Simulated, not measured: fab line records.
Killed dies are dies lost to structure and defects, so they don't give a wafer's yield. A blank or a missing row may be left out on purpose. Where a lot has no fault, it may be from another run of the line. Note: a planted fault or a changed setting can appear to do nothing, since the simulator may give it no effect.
Matching of chambers + flow n5 finfet + 3 sister chambers for N5_BEOL_M1_CO_CAP_55 on cvd co-01
The step material Co, precursor CCTBA/H2, target thk 2 nm, time 102.1 s. 20 wafers are shown with their chamber, then 10 later ones without.

WAFERS PAIRED WITH THEIR CHAMBERS
| wafer  | chamber | heater power w (W) |
|--------|---------|--------------------|
| L075.1 | 0       | 202                |
| L075.3 | 2       | 234                |
| L075.5 | 1       | 223                |
| L081.1 | 0       | 194                |
| L081.2 | 2       | 239                |
| L081.3 | 1       | 223                |
| L085.1 | 2       | 237                |
| L085.2 | 1       | 220                |
| L085.5 | 1       | 223                |
| L086.1 | 2       | 231                |
| L086.3 | 1       | 226                |
| L086.4 | 2       | 231                |
| L088.2 | 0       | 192                |
| L088.5 | 2       | 231                |
| L088.6 | 0       | 197                |
| L090.1 | 2       | 234                |
| L090.2 | 1       | 218                |
| L090.3 | 0       | 198                |
| L092.1 | 1       | 219                |
| L092.4 | 2       | 241                |

SIGNATURES (averages over the wafers above)
| reading        | chamber 0 | chamber 1 | chamber 2 | scatter within a chamber |
|----------------|-----------|-----------|-----------|--------------------------|
| heater power w | 196.60    | 221.71    | 234.75    | 3.53                     |
Rule: distance of a wafer from a chamber = root of the sum over the readings of ((wafer's reading minus chamber's mean) / reading's scatter) squared. If the next closest chamber is less than 2 further off than the closest, the wafer can't be placed; otherwise it belongs to the closest. The scatter is the square root of a quotient: the sum, over the shown wafers, of each reading's squared deviation from its chamber's mean, divided by wafers minus chambers.

WAFERS WITH NO CHAMBER GIVEN
| wafer  | heater power w (W) |
|--------|--------------------|
| L092.6 | 195                |
| L093.1 | 231                |
| L093.3 | 200                |
| L093.5 | 202                |
| L094.1 | 199                |
| L094.2 | 220                |
| L094.5 | 228                |
| L097.2 | 215                |
| L097.3 | 200                |
| L097.6 | 193                |

WHICH CHAMBER EACH WENT THROUGH
| wafer  | from the rows above     | in truth |
|--------|-------------------------|----------|
| L092.6 | 0                       | 0        |
| L093.1 | can't be placed: 2 or 1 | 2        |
| L093.3 | 0                       | 0        |
| L093.5 | 0                       | 0        |
| L094.1 | 0                       | 0        |
| L094.2 | 1                       | 1        |
| L094.5 | can't be placed: 1 or 2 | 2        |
| L097.2 | 1                       | 1        |
| L097.3 | 0                       | 0        |
| L097.6 | 0                       | 0        |
Correctly placed: 8 of 10. Not placeable from these rows: 2 (in 2, the candidates include the true chamber). 0 placed wrongly.
